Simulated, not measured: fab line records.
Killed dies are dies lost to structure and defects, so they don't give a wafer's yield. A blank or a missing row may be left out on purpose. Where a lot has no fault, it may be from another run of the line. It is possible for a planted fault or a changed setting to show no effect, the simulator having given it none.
2 desks, one fault    flow n5-finfet    every desk sees just its own numbers, and what lay behind them comes last

METROLOGY DESK
What the gauges read, lot by lot, whatever tool the lot ran on: means of the sampled wafers that have a number. Marked OUT: a lot whose mean sits more than 4 standard deviations from the usual mean, which makes it out of limits; the brackets give that distance.
Columns: A = cd-nm at N5_BEOL_M14_CD_MEAS_17, usual 252 nm; B = cd-nm at N5_BEOL_M14_CD_MEAS_28, usual 284.2 nm; C = M14_OVL at N5_BEOL_M14_OVL_MEAS_29, usual 1 nm
lot   first seen here  A    B                 C
L421  day 11 10:28     251  284.1             9
L422  day 11 10:50     253  284.4             0
L423  day 11 17:34     248  282.3             -2
L426  day 12 08:48     255  286.5             -2
L428  day 13 05:05     253  304.6 (+8.9) OUT  -6
L434  day 14 17:02     252  281.8             4
L436  day 15 02:44     250  281.2             4
L439  day 15 21:52     253  282.3             -6
L441  day 16 05:44     251  283.2             6
L442  day 16 19:28     245  284.9             -1
L443  day 16 19:50     247  284.3             2
This desk finds L428 out of limits, L428 being first, at day 13 05:25 (cd-nm at N5_BEOL_M14_CD_MEAS_28). In limits: L421, L422, L423, L426, L434, L436, L439, L441, L442, L443.

TOOL OWNER'S DESK, krf-scanner-01
The tool's own readings at N5_BEOL_M14_EXPOSE_25 (exposes mask M14, target cd 280 nm): means of the sampled wafers that have a number, for each lot that ran on this tool. Marked OUT: a lot whose mean sits more than 4 standard deviations from the usual mean, which makes it out of limits; the brackets give that distance.
Columns: A = exposure-dose-mJ-cm2 at N5_BEOL_M14_EXPOSE_25, usual 26.579; B = focus-offset-nm at N5_BEOL_M14_EXPOSE_25, usual -0.1 nm
lot   first seen here  A                 B
L421  day 11 10:44     26.557            -0.1
L422  day 11 10:59     26.568            0.1
L426  day 12 09:05     26.622            -0.5
L428  day 13 05:14     25.931 (-24) OUT  -0.2
L442  day 16 19:45     26.591            -0.1
This desk finds L428 out of limits, L428 being first, at day 13 05:14 (exposure-dose-mJ-cm2 at N5_BEOL_M14_EXPOSE_25). In limits: L421, L422, L426, L442.

BROUGHT TOGETHER
At day 13 05:14, on L428, the tool owner's desk was in a position to raise an alarm.
The metrology desk could have raised an alarm at day 13 05:25, on L428.
All the named lots went through N5_BEOL_M14_EXPOSE_25 on krf-scanner-01.

WHAT THE SIMULATOR HAD PUT IN
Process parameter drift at N5_BEOL_M14_EXPOSE_25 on krf-scanner-01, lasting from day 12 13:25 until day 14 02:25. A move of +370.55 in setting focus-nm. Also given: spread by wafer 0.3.
Shown lots that were struck: L428.
Counting hours from when the fault started, the first reading out of limits came at 16 for the tool owner's desk and at 16 for the metrology desk.
